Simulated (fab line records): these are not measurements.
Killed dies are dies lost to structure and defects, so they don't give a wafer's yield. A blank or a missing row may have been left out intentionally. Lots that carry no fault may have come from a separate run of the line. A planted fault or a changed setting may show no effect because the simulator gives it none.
Matching of chambers -- flow nandHarc -- NHARC_A_CHANNEL_FILL_D1_ALD_02 on aldHk-04 has 4 sister chambers
The step deposits SiO2, target thk 6 nm, pulse time 10 s, ald cycles 60. 4 wafers are shown with their chamber, then 10 later ones without.

WAFERS PAIRED WITH THEIR CHAMBERS
wafer,chamber,heaterPowerW (W)
L088.6,2,452
L090.5,3,502
L092.2,0,502
L092.5,1,431

WAFERS WITHOUT THEIR CHAMBER
wafer,heaterPowerW (W)
L092.6,460
L095.1,467
L095.2,516
L095.4,445
L095.3,503
L095.5,441
L095.6,459
L094.2,512
L094.5,446
L094.6,520

THE CHAMBER EACH PASSED THROUGH
wafer,from the rows above,in truth
L092.6,can't be placed: 2 or 1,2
L095.1,can't be placed: 2 or 0 or 3 or 1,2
L095.2,can't be placed: 0 or 3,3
L095.4,can't be placed: 2 or 1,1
L095.3,can't be placed: 0 or 3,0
L095.5,can't be placed: 1 or 2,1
L095.6,can't be placed: 2 or 1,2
L094.2,can't be placed: 0 or 3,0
L094.5,can't be placed: 2 or 1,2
L094.6,can't be placed: 0 or 3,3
Placed correctly: 0 of 10. These rows do not allow placing 10 (true chamber among the candidates in 10). Wrongly placed: 0.
How it was worked out, from the rows above alone: a wafer's distance from a chamber is the root of the sum, over the readings, of the square of ((its reading less the chamber's mean) divided by the reading's scatter). The wafer belongs to the nearest chamber; if the next one is less than 2 further off, it can't be placed. A chamber's mean is the mean of its shown wafers. The scatter (one wafer shown for each chamber): square how far every hidden wafer sits from the nearest shown wafer, average those squares and take the square root.
